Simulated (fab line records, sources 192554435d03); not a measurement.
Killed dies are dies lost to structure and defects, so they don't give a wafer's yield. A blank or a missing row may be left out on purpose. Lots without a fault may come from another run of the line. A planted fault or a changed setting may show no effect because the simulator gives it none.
Chamber matching | flow n5_finfet | N5_FIN_SAQP_HM_DEP_03 on pecvd-02: 3 sister chambers
The step deposits SiNx from SiH4/NH3/N2, target thk 38 nm, time 33.6 s. 22 wafers are shown with their chamber, then 11 later ones without.

WAFERS WITH THEIR CHAMBER
wafer  | chamber | showerhead_plenum_p_Torr (Torr) | throttle_valve_pct (%) | heater_power_w (W)
L077.1 | 0       | 5.31                            | 38.4                   | 621
L077.2 | 1       | 5.14                            | 39.2                   | 753
L077.5 | 0       | 5.30                            | 38.4                   | 614
L078.1 | 0       | 5.31                            | 38.5                   | 567
L078.3 | 0       | 5.30                            | 38.7                   | 565
L078.5 | 0       | 5.29                            | 38.8                   | 584
L079.3 | 1       | 5.12                            | 39.5                   | 757
L079.5 | 1       | 5.15                            | 39.3                   | 748
L079.6 | 1       | 5.15                            | 39.6                   | 768
L080.3 | 1       | 5.14                            | 39.3                   | 690
L080.5 | 0       | 5.30                            | 38.6                   | 622
L080.6 | 1       | 5.15                            | 39.7                   | 705
L083.1 | 0       | 5.31                            | 38.5                   | 633
L083.4 | 2       | 5.06                            | 36.7                   | 724
L083.6 | 0       | 5.30                            | 38.6                   | 642
L084.1 | 1       | 5.14                            | 39.5                   | 634
L084.2 | 2       | 5.07                            | 36.9                   | 665
L084.4 | 1       | 5.14                            | 39.5                   | 647
L087.2 | 1       | 5.13                            | 39.4                   | 634
L087.3 | 2       | 5.09                            | 36.9                   | 755
L087.5 | 0       | 5.29                            | 38.7                   | 650
L092.1 | 2       | 5.08                            | 36.7                   | 710

SIGNATURES (means of the wafers above)
reading                  | chamber 0 | chamber 1 | chamber 2 | scatter within a chamber
showerhead_plenum_p_Torr | 5.3011    | 5.1400    | 5.0750    | 0.0097
throttle_valve_pct       | 38.578    | 39.444    | 36.800    | 0.145
heater_power_w           | 610.89    | 704.00    | 713.50    | 43.9
Rule: a wafer's distance from a chamber is the root of the sum, over the readings, of the square of ((its reading less the chamber's mean) divided by the reading's scatter). The wafer belongs to the nearest chamber; if the next one is less than 2 further off, it can't be placed. The scatter: the root of (the sum of the squares of (reading less its chamber's mean) over the shown wafers, divided by (wafers less chambers)).

WAFERS WITHOUT THEIR CHAMBER
wafer  | showerhead_plenum_p_Torr (Torr) | throttle_valve_pct (%) | heater_power_w (W)
L092.2 | 5.14                            | 39.7                   | 779
L092.5 | 5.07                            | 36.8                   | 725
L093.1 | 5.30                            | 38.7                   | 667
L093.3 | 5.29                            | 39.0                   | 664
L093.5 | 5.30                            | 38.8                   | 646
L094.1 | 5.31                            | 38.9                   | 550
L094.4 | 5.08                            | 36.8                   | 804
L094.5 | 5.30                            | 38.9                   | 548
L097.4 | 5.31                            | 38.8                   | 639
L097.5 | 5.30                            | 39.0                   | 637
L097.6 | 5.08                            | 36.9                   | 776

WHICH CHAMBER EACH WENT THROUGH
wafer  | from the rows above | in truth
L092.2 | 1                   | 1
L092.5 | 2                   | 2
L093.1 | 0                   | 0
L093.3 | 0                   | 0
L093.5 | 0                   | 0
L094.1 | 0                   | 0
L094.4 | 2                   | 2
L094.5 | 0                   | 0
L097.4 | 0                   | 0
L097.5 | 0                   | 0
L097.6 | 2                   | 2
Placed correctly: 11 of 11. Can't be placed from these rows: 0. Placed wrongly: 0.
